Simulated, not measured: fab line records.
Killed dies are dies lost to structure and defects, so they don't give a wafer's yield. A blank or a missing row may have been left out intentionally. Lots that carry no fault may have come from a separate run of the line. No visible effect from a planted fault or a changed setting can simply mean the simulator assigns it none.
8D (eight disciplines) problem report, filled in by code ; flow n5Finfet ; the parts of the form that need people (team, actions taken, sign-off) are left out

## 1. THE PROBLEM
At N5_PMOS_HMC_CHANNEL_EPI_INSPECT_30, rawDefectCount averages 504 over 6 wafers from 2 lots, while fault-free wafers read 18, standard deviation 5.3. That puts it +92 standard deviations away from the usual mean.
The step: inspects for defects (darkfield).
Seen first at day 4 08:59 on defectInspect-02, wafer L466.2. The record has a number at this step for 24 wafers belonging to 8 lots. Rule for "out", or "out of limits": more than 4 standard deviations from the usual mean. The rest of the wafers with a number are treated as sound.

## 2. WHAT IT IS, AND WHAT IT ISN'T
question;is;is not
which readings at this step;rawDefectCount;-
which lots;L466, L467;L457, L459, L461, L470, L471, L479
which wafers of those lots;all that have a number;-
read on which gauges;defectInspect-02;defectInspect-01
when;from day 4 08:59;"up to then (9 sound wafers); but 9 sound wafers of L470, L471, L479 came after"

## 3. WHAT RULES OUT EACH SUSPECT
Counting: a tool at any process step up to the reading remains a suspect when it ran all the lots that are out and ran no sound lot after the first of those.
- ruled out: the gauge at N5_PMOS_HMC_CHANNEL_EPI_INSPECT_30. All the wafers that are out were read on defectInspect-02, but those of them that N5_FIN_CUT_INSPECT_10 has rows for are out there too, on other tools.
- cmp-04 at N5_PMOS_HMC_CHANNEL_EPI_CMP_21 (polishes SiGe30, target thk 54 nm): kept. It processed each lot that is out, first L466 at day 4 08:12, and no sound lot thereafter; up to then, the last sound lot it processed was L459 at day 2 14:31.
Left after counting: cmp-04 at N5_PMOS_HMC_CHANNEL_EPI_CMP_21.

## 4. THE CAUSE (what the simulator had put in)
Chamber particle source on cmp-04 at N5_PMOS_HMC_CHANNEL_EPI_CMP_21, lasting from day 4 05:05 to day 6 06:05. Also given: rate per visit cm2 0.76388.
After counting, this tool was the only one left.

## 5. THE CHAIN OF EFFECTS, in route order
One row per reading whose mean, taken over the struck wafers that have a number, lies over 3 standard deviations from the usual. Scope: only readings with a usual standard deviation given in the record; hours: median across lots of the time from each lot's start at the first step in this table that gives one to its start at this step; sigmas: change in usual standard deviations.
hours;step;reading;usual;on struck wafers;change;sigmas
0;N5_PMOS_HMC_CHANNEL_EPI_INSPECT_30;rawDefectCount;18;504;+486;+92
2;N5_FIN_SAQP_INSPECT_18;rawDefectCount;400;859;+459;+4.2
8;N5_FIN_SAQP_INSPECT_40;rawDefectCount;212;717;+505;+9.5
8;N5_FIN_CUT_INSPECT_10;rawDefectCount;40;526;+486;+49
266;N5_PASSIVATION_PROBE_49;defectLimitedYield;91.7 %;62.0;-29.7;-20
266;N5_PASSIVATION_PROBE_49;killedAtFrontEnd;38;401;+363;+33
266;N5_PASSIVATION_PROBE_49;killedDies;97;448;+352;+21
266;N5_PASSIVATION_PROBE_49;killedOnRim;13;56;+43;+12
266;N5_PASSIVATION_PROBE_49;sort_bin_5_function;4.8 %;23.7;+18.9;+21
266;N5_PASSIVATION_PROBE_49;sort_bin_6_memory;3.1 %;11.9;+8.8;+13
266;N5_PASSIVATION_PROBE_49;sortNPass;1083;732;-352;-21
266;N5_PASSIVATION_PROBE_49;sortYieldPct;91.7 %;62.0;-29.7;-20
Here are the process steps it includes:
- N5_PASSIVATION_PROBE_49
Later measuring or inspecting steps at which every struck wafer that the step has a row for has a number for every such reading, and none has moved that far: N5_FIN_SAQP_THK_MEAS_05, N5_BEOL_M4_RC_MEAS_101.

## 6. HOW IT WOULD HAVE BEEN CAUGHT EARLIER
In this record the first reading out of limits at a measuring or inspecting step was taken at day 4 08:59, 4 hours after the fault began at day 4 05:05.
Tool readings at N5_PMOS_HMC_CHANNEL_EPI_CMP_21 with a usual standard deviation given in the record: none out on any struck wafer, hence no alarm at a limit of 4 standard deviations on them.
Among the 2 lots that are out, L467 began N5_PMOS_HMC_CHANNEL_EPI_CMP_21 on cmp-04 after day 4 08:59. Holding the tool at that time would have saved it.
